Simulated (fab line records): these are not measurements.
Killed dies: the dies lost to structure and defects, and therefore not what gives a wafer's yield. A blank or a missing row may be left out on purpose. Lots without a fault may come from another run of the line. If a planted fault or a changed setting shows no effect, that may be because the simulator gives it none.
Which of the tools did it?	flow nandHarc	36 wafers from 14 lots sampled at 6 of the route's 1159 steps

WHAT THE GAUGES READ, wafer by wafer
NHARC_A_M1_CD_MEAS_09 targets a cd of 120 nm.
lot	measured	on	cdNm (nm)
L271	day 17 11:59	cdSem-02	120.2 119.3 120.3
L272	day 17 22:24	cdSem-03	119.4 121.0 120.9
L273	day 17 23:08	cdSem-01	119.9 120.3 120.7
L274	day 18 08:34	cdSem-01	121.0 119.9 119.5
L275	day 19 01:33	cdSem-02	119.8 120.8 119.9
L279	day 19 05:47	cdSem-02	119.7 119.9 119.0
L277	day 19 09:20	cdSem-03	119.5 119.9 120.1
L278	day 19 21:31	cdSem-02	119.3 119.8 119.9
L280	day 19 22:52	cdSem-03	119.1 119.9 120.1
L288	day 22 01:29	cdSem-02	119.1
L287	day 22 01:48	cdSem-01	119.8
L289	day 22 02:34	cdSem-01	119.4 119.1 120.0
L283	day 22 12:05	cdSem-02	120.5
L294	day 23 12:01	cdSem-03	119.2 119.4 119.9

NHARC_A_M1_INSPECT_11.
lot	measured	on	rawDefectCount
L271	day 17 12:06	defectInspect-02	23 25 27
L272	day 17 22:31	defectInspect-02	42 39 42
L273	day 17 23:15	defectInspect-01	22 17 21
L274	day 18 08:41	defectInspect-02	20 31 26
L275	day 19 01:40	defectInspect-02	45 47 41
L279	day 19 05:54	defectInspect-01	21 27 25
L277	day 19 09:28	defectInspect-01	38 33 43
L278	day 19 21:39	defectInspect-01	21 34 26
L280	day 19 22:59	defectInspect-01	35 32 37
L288	day 22 01:36	defectInspect-01	745 745
L287	day 22 01:55	defectInspect-02	696 688
L289	day 22 02:41	defectInspect-01	39 38 42
L283	day 22 12:12	defectInspect-01	24
L294	day 23 12:08	defectInspect-01	22 27 17

NHARC_END_SORT_01.
lot	measured	on	killedAtArray	killedAtOther	killedAtPeriphery	killedDies	killedOpen	killedShort
L288	day 24 14:19	prober-02	84	0	1	85	5	2
L287	day 23 23:58	prober-01	90	1	4	95	5	4
L283	day 23 16:49	prober-02	19	0	2	21	2	2

TOOL THAT RAN EACH LOT (tool first, then ch and the chambers of the sampled wafers, then the start)
lot	NHARC_A_M0_DEGAS_28	NHARC_A_M0_PVD_20	NHARC_A_M0_DEP_32
L271	pvdSputter-03, day 17 08:56	pvdSputter-03, day 17 10:48 or earlier	pecvd-03 ch 0,1,2, day 17 10:48
L272	pvdSputter-03, day 17 19:08	pvdSputter-03, day 17 21:09 or earlier	pecvd-02 ch 0,1,2, day 17 21:09
L273	pvdSputter-03, day 17 19:39	pvdSputter-03, day 17 22:00 or earlier	pecvd-03 ch 0,1, day 17 22:00
L274	pvdSputter-03, day 18 05:31	pvdSputter-03, day 18 07:28 or earlier	pecvd-03 ch 0,1, day 18 07:28
L275	pvdSputter-03, day 18 22:33	pvdSputter-03, day 19 00:24 or earlier	pecvd-03 ch 0,1,2, day 19 00:24
L279	pvdSputter-03, day 19 02:53	pvdSputter-03, day 19 04:48 or earlier	pecvd-02 ch 0,1,2, day 19 04:48
L277	pvdSputter-01, day 19 06:08	pvdSputter-01, day 19 07:58 or earlier	pecvd-02 ch 1,2, day 19 07:58
L278	pvdSputter-01, day 19 18:36	pvdSputter-01, day 19 20:23 or earlier	pecvd-04 ch 0,1,2, day 19 20:23
L280	pvdSputter-03, day 19 19:35	pvdSputter-03, day 19 21:34 or earlier	pecvd-02 ch 1,2, day 19 21:34
L288	pvdSputter-02, day 21 22:22	pvdSputter-02, day 22 00:18 or earlier	pecvd-02 ch 2, day 22 00:18
L287	pvdSputter-01, day 21 22:50	pvdSputter-01, day 22 00:46 or earlier	pecvd-02 ch 2, day 22 00:46
L289	pvdSputter-02, day 21 23:23	pvdSputter-02, day 22 01:19 or earlier	pecvd-04 ch 0,1, day 22 01:19
L283	pvdSputter-01, day 22 09:14	pvdSputter-01, day 22 11:02 or earlier	pecvd-02 ch 1, day 22 11:02
L294	pvdSputter-01, day 23 08:59	pvdSputter-01, day 23 10:48 or earlier	pecvd-03 ch 1,2, day 23 10:48
- NHARC_A_M0_DEGAS_28: time 60 s.
- NHARC_A_M0_PVD_20: deposits TaN, target thk 5 nm, time 8.06 s.
- NHARC_A_M0_DEP_32: deposits SiCN, target thk 30 nm.

WHAT THE TOOLS THEMSELVES READ (means of the sampled wafers that have a number; where no wafer has one, the mark that the record gives instead)
NHARC_A_M0_DEGAS_28.
lot	tool	heaterPowerW (W)
L271	pvdSputter-03	336
L272	pvdSputter-03	354
L273	pvdSputter-03	374
L274	pvdSputter-03	350
L275	pvdSputter-03	358
L279	pvdSputter-03	355
L277	pvdSputter-01	322
L278	pvdSputter-01	324
L280	pvdSputter-03	371
L288	pvdSputter-02	380
L287	pvdSputter-01	350
L289	pvdSputter-02	338
L283	pvdSputter-01	287
L294	pvdSputter-01	310

NHARC_A_M0_PVD_20.
lot	tool	cathodeDcPowerW (W)	substrateTempC (C)	throttleValvePct (%)
L271	pvdSputter-03	14998	50.05	30.0
L272	pvdSputter-03	15000	50.06	31.4
L273	pvdSputter-03	15001	49.91	30.5
L274	pvdSputter-03	15002	50.02	29.9
L275	pvdSputter-03	14998	49.92	30.3
L279	pvdSputter-03	15000	50.06	30.8
L277	pvdSputter-01	15001	50.04	29.5
L278	pvdSputter-01	14998	50.02	29.3
L280	pvdSputter-03	14999	50.04	30.6
L288	pvdSputter-02	15007	50.02	30.4
L287	pvdSputter-01	15000	50.11	29.2
L289	pvdSputter-02	14999	49.99	30.7
L283	pvdSputter-01	15002	50.01	29.4
L294	pvdSputter-01	15001	49.95	28.7

NHARC_A_M0_DEP_32.
lot	tool	heaterPowerW (W)
L271	pecvd-03	552
L272	pecvd-02	587
L273	pecvd-03	556
L274	pecvd-03	606
L275	pecvd-03	527
L279	pecvd-02	546
L277	pecvd-02	496
L278	pecvd-04	583
L280	pecvd-02	523
L288	pecvd-02	507
L287	pecvd-02	516
L289	pecvd-04	528
L283	pecvd-02	584
L294	pecvd-03	530

THE ANSWER, worked out from the rows above alone
Rule: usual is defined by the lots themselves. Put in order of their means at a reading, lots are off if they are a third of the lots or fewer, leave a main group of 4 or more, and stand apart from it by a gap of 3 or more times the standard deviation of the main group's means; of several such gaps the widest counts. Not used: any main group whose means are identical at the precision the tables above print for the reading. Also off: a lot with no number at a reading for which 4 or more lots have one. All remaining lots with rows at the step are treated as sound. The gauges are gone through in route order, then the tools' own readings, and for those a lot's mean is taken as printed above. The first step at which some lot is off is used, and at that step the reading that is off furthest; a lot without a number counts as furthest.
Off at NHARC_A_M1_INSPECT_11 (rawDefectCount): L288, L287. The main group has a mean of 30 with a standard deviation of 8.1.
If a tool, at a process step before that reading, ran all the lots that are off and no sound lot after the first of them, it fits. Those tools and the gauges at NHARC_A_M1_INSPECT_11 are tried in the same way. NHARC_A_M0_PVD_20: start missing for some lots; hours and lot order therefore follow NHARC_A_M0_DEP_32. No candidate that was tried fits.

WHAT WAS PUT IN BY THE SIMULATOR
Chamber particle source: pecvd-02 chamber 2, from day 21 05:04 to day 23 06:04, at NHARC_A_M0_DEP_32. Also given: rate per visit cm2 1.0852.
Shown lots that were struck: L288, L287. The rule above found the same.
